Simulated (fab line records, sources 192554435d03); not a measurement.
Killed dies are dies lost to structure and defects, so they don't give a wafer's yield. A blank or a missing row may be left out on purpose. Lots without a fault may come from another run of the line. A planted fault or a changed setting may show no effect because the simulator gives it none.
Chamber matching | flow n5_finfet | N5_BEOL_M3_ETCH_63 on rie_diel-05: 4 sister chambers
The step etches SiARC in CF4, target depth 15.6 nm, time 26 s. 8 wafers are shown with their chamber, then 10 later ones without.

WAFERS WITH THEIR CHAMBER
wafer  | chamber | showerhead_plenum_p_Torr (Torr) | throttle_valve_pct (%)
L078.1 | 1       | 2.14                            | 15.75
L083.5 | 1       | 2.13                            | 15.75
L085.4 | 3       | 2.06                            | 16.19
L086.1 | 2       | 2.12                            | 15.82
L086.2 | 3       | 2.06                            | 16.18
L086.4 | 0       | 2.28                            | 15.44
L090.1 | 0       | 2.28                            | 15.44
L090.2 | 2       | 2.12                            | 15.82

WAFERS WITHOUT THEIR CHAMBER
wafer  | showerhead_plenum_p_Torr (Torr) | throttle_valve_pct (%)
L090.4 | 2.06                            | 16.18
L092.1 | 2.12                            | 15.80
L092.4 | 2.05                            | 16.20
L092.5 | 2.27                            | 15.48
L094.1 | 2.05                            | 16.22
L094.2 | 2.27                            | 15.50
L094.4 | 2.05                            | 16.22
L096.1 | 2.27                            | 15.51
L096.3 | 2.05                            | 16.21
L096.5 | 2.05                            | 16.23

WHICH CHAMBER EACH WENT THROUGH
wafer  | from the rows above | in truth
L090.4 | 3                   | 3
L092.1 | 2                   | 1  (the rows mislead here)
L092.4 | 3                   | 3
L092.5 | 0                   | 0
L094.1 | 3                   | 3
L094.2 | 0                   | 0
L094.4 | 3                   | 3
L096.1 | 0                   | 0
L096.3 | 3                   | 3
L096.5 | 3                   | 3
Placed correctly: 9 of 10. Can't be placed from these rows: 0. Placed wrongly: 1.
How it was worked out, from the rows above alone: a wafer's distance from a chamber is the root of the sum, over the readings, of the square of ((its reading less the chamber's mean) divided by the reading's scatter). The wafer belongs to the nearest chamber; if the next one is less than 2 further off, it can't be placed. A chamber's mean is the mean of its shown wafers. The scatter: the root of (the sum of the squares of (reading less its chamber's mean) over the shown wafers, divided by (wafers less chambers)).
